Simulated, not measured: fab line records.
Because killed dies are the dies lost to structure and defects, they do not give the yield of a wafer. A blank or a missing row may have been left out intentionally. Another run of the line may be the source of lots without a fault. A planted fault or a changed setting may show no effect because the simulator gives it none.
Lot-split experiment + flow n5Finfet + 39 wafers read across 7 lots, on a route 1938 steps long

ON THE SPLIT
At N5_DUMMY_GATE_EXPOSE_12 (exposes mask GATE, target cd 25 nm), the setting doseMj was moved away from the recipe's 34 on 15 of the 39 wafers read, by -6.0% to +6.8%. All remaining wafers had this setting at the recipe value.

FROM THE SPLIT TO THE READING: what the file shows between them, 9 steps
- N5_DUMMY_GATE_PEB_13: peb time 60 s
- N5_DUMMY_GATE_DEVELOP_14: develop time 30 s
- N5_DUMMY_GATE_CD_MEAS_15: target cd 25.8 nm
- N5_DUMMY_GATE_STRIP_38: strips in N2/H2
- N5_DUMMY_GATE_STRIP_39: strips in N2/H2
- N5_DUMMY_GATE_TRIM_49: chemistry O2, time 29 s, target cd 14 nm
- N5_DUMMY_GATE_STRIP_40: strips in CF4
- N5_DUMMY_GATE_CD_MEAS_50: target cd 14 nm
- N5_DUMMY_GATE_ETCH_44: etches poly-Si in HBr/O2, stops on SiO2, target depth 127.5 nm (also split here: targetDepthA)

THE READING
Shown in nm: cdNm at N5_DUMMY_GATE_CD_MEAS_24, with target cd 15 nm. Fault-free wafers of this fab line usually give 15.0 nm, standard deviation 0.39 nm.

| wafer  | tool, chamber at the split | doseMj as run | against the recipe | cdNm, nm | against lot-mates on the recipe |
|--------|----------------------------|---------------|--------------------|----------|---------------------------------|
| L077.1 | euvScanner-01, 0           | 32.14         | -5.5%              | 15.7     | +1.1                            |
| L077.2 | euvScanner-01, 0           | 34            | recipe             | 15.0     | -                               |
| L077.3 | euvScanner-01, 0           | 32.14         | -5.5%              | 15.8     | +1.2                            |
| L077.4 | euvScanner-01, 0           | 34            | recipe             | 13.9     | -                               |
| L077.5 | euvScanner-01, 0           | 32.14         | -5.5%              | 15.3     | +0.7                            |
| L077.6 | euvScanner-01, 0           | 34            | recipe             | 14.9     | -                               |
| L080.1 | euvScanner-02, 0           | 36.32         | +6.8%              | 13.9     | -1.3                            |
| L080.2 | euvScanner-02, 0           | 34            | recipe             | 15.3     | -                               |
| L080.3 | euvScanner-02, 0           | 36.32         | +6.8%              | 13.9     | -1.3                            |
| L080.4 | euvScanner-02, 0           | 36.32         | +6.8%              | 13.7     | -1.5                            |
| L080.5 | euvScanner-02, 0           | 34            | recipe             | 15.1     | -                               |
| L080.6 | euvScanner-02, 0           | 34            | recipe             | 15.1     | -                               |
| L081.1 | euvScanner-01, 0           | 34            | recipe             | 14.3     | -                               |
| L081.2 | euvScanner-01, 0           | 34            | recipe             | 15.3     | -                               |
| L081.3 | euvScanner-01, 0           | 34            | recipe             | 15.0     | -                               |
| L081.4 | euvScanner-01, 0           | 34            | recipe             | 15.0     | -                               |
| L081.5 | euvScanner-01, 0           | 34            | recipe             | 14.9     | -                               |
| L081.6 | euvScanner-01, 0           | 34            | recipe             | 14.2     | -                               |
| L082.1 | euvScanner-01, 0           | 34            | recipe             | 15.2     | -                               |
| L082.2 | euvScanner-01, 0           | 35.72         | +5.1%              | 13.7     | -1.6                            |
| L082.3 | euvScanner-01, 0           | 34            | recipe             | 15.4     | -                               |
| L082.4 | euvScanner-01, 0           | 35.72         | +5.1%              | 14.3     | -1.0                            |
| L082.5 | euvScanner-01, 0           | 35.72         | +5.1%              | 13.7     | -1.6                            |
| L082.6 | euvScanner-01, 0           | 34            | recipe             | 15.2     | -                               |
| L085.1 | euvScanner-02, 0           | 32.64         | -4.0%              | 15.9     | +1.2                            |
| L085.2 | euvScanner-02, 0           | 32.64         | -4.0%              | 16.7     | +2.0                            |
| L085.3 | euvScanner-02, 0           | 34            | recipe             | 14.5     | -                               |
| L085.4 | euvScanner-02, 0           | 34            | recipe             | 15.0     | -                               |
| L085.5 | euvScanner-02, 0           | 34            | recipe             | 14.7     | -                               |
| L085.6 | euvScanner-02, 0           | 32.64         | -4.0%              | 15.9     | +1.2                            |
| L095.2 | euvScanner-02, 0           | 34            | recipe             | 15.0     | -                               |
| L095.4 | euvScanner-02, 0           | 34            | recipe             | 15.3     | -                               |
| L095.6 | euvScanner-02, 0           | 34            | recipe             | 15.4     | -                               |
| L097.1 | euvScanner-01, 0           | 31.95         | -6.0%              | 16.2     | +1.4                            |
| L097.2 | euvScanner-01, 0           | 34            | recipe             | 14.7     | -                               |
| L097.3 | euvScanner-01, 0           | 34            | recipe             | 14.6     | -                               |
| L097.4 | euvScanner-01, 0           | 34            | recipe             | 15.0     | -                               |
| L097.5 | euvScanner-01, 0           | 31.95         | -6.0%              | 15.9     | +1.1                            |
| L097.6 | euvScanner-01, 0           | 31.95         | -6.0%              | 15.5     | +0.7                            |

THE FIT
A straight line over all 39 wafers: cdNm changes by -0.175 nm for each +1% of doseMj; r = -0.84; the points scatter about the line by 0.4 nm.
The same after taking each lot's own level away (the mean of its wafers on the recipe; 39 wafers): -0.219 nm for each +1%; r = -0.91; scatter 0.35 nm.
That fit puts the effect of the largest move of doseMj on the reading at 1.5 nm.
From 14.60 to 15.27 nm: that is the span of the lots' own levels, equal to 1.7 times the standard deviation above.
Hence the slope depends on the lot-to-lot level, as the two fits are not the same.
Check: with one of the wafers moved furthest among these (+6.8%) left out of the fit, the line predicts -1.53 nm for it against its lot-mates. It came out at -1.27 nm against them.

OTHER SPLITS ON THESE WAFERS
Other splits were also applied to these wafers ahead of the reading. Each is held against what the fit with the lots' levels taken away leaves over:
| other split on the same wafers     | wafers away from the commonest value | r with cdNm (lot level and that fit taken away) |
|------------------------------------|--------------------------------------|-------------------------------------------------|
| N5_DUMMY_GATE_ETCH_44 targetDepthA | 12                                   | +0.19                                           |

THE WHOLE CHAIN: every reading that the file lists as answering this split, in the file's order
| step                     | what it does                                           | reading                                                          | change (the file's fit)               | r (the file's) |
|--------------------------|--------------------------------------------------------|------------------------------------------------------------------|---------------------------------------|----------------|
| N5_DUMMY_GATE_CD_MEAS_15 | target cd 25.8 nm                                      | cdNm                                                             | -0.176 nm for each +1% of the setting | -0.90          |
| N5_DUMMY_GATE_TRIM_49    | chemistry O2, time 29 s, target cd 14 nm               | DUMMY_GATE.cdNm (the simulator's own value, which no gauge read) | -0.217 nm for each +1% of the setting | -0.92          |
| N5_DUMMY_GATE_CD_MEAS_50 | target cd 14 nm                                        | cdNm                                                             | -0.234 nm for each +1% of the setting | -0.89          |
| N5_DUMMY_GATE_CD_MEAS_24 | target cd 15 nm                                        | cdNm                                                             | -0.221 nm for each +1% of the setting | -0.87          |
| N5_DUMMY_GATE_ETCH_42    | etches SiO2 in CHF3/O2, target depth 3.5 nm, time 31 s | DUMMY_GATE.cdNm (the simulator's own value, which no gauge read) | -0.213 nm for each +1% of the setting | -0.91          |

THE FILE'S OWN FIT
cdNm changes by -0.221 nm for each +1% of doseMj, r = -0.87.
